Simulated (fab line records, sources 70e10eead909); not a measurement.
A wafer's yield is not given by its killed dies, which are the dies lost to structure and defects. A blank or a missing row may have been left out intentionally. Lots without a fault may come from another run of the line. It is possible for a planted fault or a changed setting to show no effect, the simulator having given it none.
Struck lot and sound lot, side by side	flow nand harc	19 steps out of a route of 1159
Sound: wafers L755.1, L755.2, L755.3. Struck: wafers L759.1, L759.2, L759.3. The cause comes at the end.
Per side, at each step with rows, come the tool, then ch with its chambers, and then its first start. Under that, the readings that differ: sound wafers	struck wafers	difference of the means	sigmas: that difference in standard deviations of wafers without a fault.
alike: a reading whose means differ by less than 2 such deviations, as well as words and numbers matching on both sides. not compared: withheld readings; readings where some wafer has no value; bounds like >300 that might hide an equal value; numbers whose values overlap and for which the record gives no deviation.
A row with sigmas, a row that says differs or no value, or rows on one side alone: a step with any of these is where the two part. Numbers that have no deviation but don't overlap get no sigmas and don't part them. A reading that every wafer of one side lacks parts them only if that side has two wafers or more.

NHARC_P_ZERO_WELL_CD_MEAS_11 targets a cd of 500 nm.
  sound on cd sem-01 ch 0, day 1 13:14; struck on cd sem-03 ch 0, day 2 13:14
  alike: cd nm
then, 1 step without rows for these wafers: NHARC_P_ZERO_WELL_HARDBAKE_12 (time 65 s).
NHARC_P_ZERO_WELL_DESCUM_13: chemistry O2, time 3 s.
  sound on rie diel-12 ch 1,2,3, day 1 13:24; struck on rie diel-12 ch 0,1,2, day 2 13:24
reading	sound	struck	difference	sigmas
rf hours counter h (h)	7 8 9	0 0 0	-8	
  alike: drypump motor current A, oes product au, rf vpp V, showerhead plenum p Torr, throttle valve pct
NHARC_P_ZERO_WELL_ETCH_65: etches the open film in N2/H2, target depth 80 nm, overetch 24 nm, time 87.88 s.
  sound on rie diel-12 ch 0,1,2, day 1 13:29; struck on rie diel-12 ch 0,1,2, day 2 13:29
reading	sound	struck	difference	sigmas
rf hours counter h (h)	8 7 8	0 0 0	-8	
  alike: drypump motor current A, oes product au, rf fwd power W, rf vpp V, showerhead plenum p Torr, throttle valve pct
NHARC_P_ZERO_WELL_ETCH_62: etches the open film in CHF3/Ar, target depth 13 nm, time 6.5 s.
  sound on rie diel-12 ch 0,1,3; struck on rie diel-12 ch 0,2,3
reading	sound	struck	difference	sigmas
rf hours counter h (h)	8 7 9	0 0 0	-8	
  alike: drypump motor current A, oes product au, rf fwd power W, rf vpp V, showerhead plenum p Torr, throttle valve pct
NHARC_P_ZERO_WELL_ETCH_63: etches the open film in HBr/Cl2, target depth 120 nm, time 40.1 s.
  sound on rie si-03 ch 0,1,2, day 1 13:40; struck on rie si-06 ch 1,2,3, day 2 13:39
reading	sound	struck	difference	sigmas
rf hours counter h (h)	0.3 0.3 0.4	0.1 0.2 0.1	-0.2	
  alike: drypump motor current A, oes product au, rf fwd power W, throttle valve pct
then, 6 steps without rows for these wafers: NHARC_P_ZERO_WELL_STRIP_15 (strips in SPM, time 900 s); NHARC_P_ZERO_WELL_DEHYDRATE_16 (time 120 s); NHARC_P_ZERO_WELL_HMDS_17 (time 30 s); NHARC_P_ZERO_WELL_COAT_18; NHARC_P_ZERO_WELL_SOFTBAKE_19 (time 95 s); NHARC_P_ZERO_WELL_EBR_20.
NHARC_P_ZERO_WELL_EXPOSE_21: exposes mask P NWELL, target cd 720 nm.
  sound on krf scanner-02 ch 0, day 1 14:26; struck on krf scanner-03 ch 0, day 2 14:26
reading	sound	struck	difference	sigmas
mask	P_NWELL#0 P_NWELL#0 P_NWELL#0	P_NWELL_R1#0 P_NWELL_R1#0 P_NWELL_R1#0	differs	
then, 2 steps without rows for these wafers: NHARC_P_ZERO_WELL_PEB_22 (peb time 85 s); NHARC_P_ZERO_WELL_DEVELOP_23 (time 70 s).
NHARC_P_ZERO_WELL_CD_MEAS_24 targets a cd of 720 nm.
  sound on cd sem-03 ch 0, day 1 14:36; struck on cd sem-01 ch 0, day 2 14:35
reading	sound	struck	difference	sigmas
cd nm (nm)	719.6 720.1 721.7	681.6 682.2 679.1	-39.5	-28
then, 1 step without rows for these wafers: NHARC_P_ZERO_WELL_HARDBAKE_25 (time 80 s).
NHARC_P_ZERO_WELL_DESCUM_26: chemistry O2, time 3 s.
  sound on rie diel-01 ch 1,2,3, day 1 14:46; struck on rie diel-11 ch 0,2,3, day 2 14:46
reading	sound	struck	difference	sigmas
rf hours counter h (h)	3.5 3.1 3.3	0.7 0.7 0.7	-2.6	
model.P_ZERO_WELL.cd nm (nm)	718.6 719.8 721	682 682.3 679.6	-38	
  alike: drypump motor current A, oes product au, rf vpp V, showerhead plenum p Torr, throttle valve pct
following that, these wafers have no rows for 1 step: NHARC_P_ZERO_WELL_IMPLANT_27.

WHERE THEY PART
First at NHARC_P_ZERO_WELL_EXPOSE_21; last, within this record, at NHARC_P_ZERO_WELL_CD_MEAS_24. Later steps at which nothing parts them and some readings are alike: NHARC_P_ZERO_WELL_DESCUM_26.

WHY: the cause the simulator had injected
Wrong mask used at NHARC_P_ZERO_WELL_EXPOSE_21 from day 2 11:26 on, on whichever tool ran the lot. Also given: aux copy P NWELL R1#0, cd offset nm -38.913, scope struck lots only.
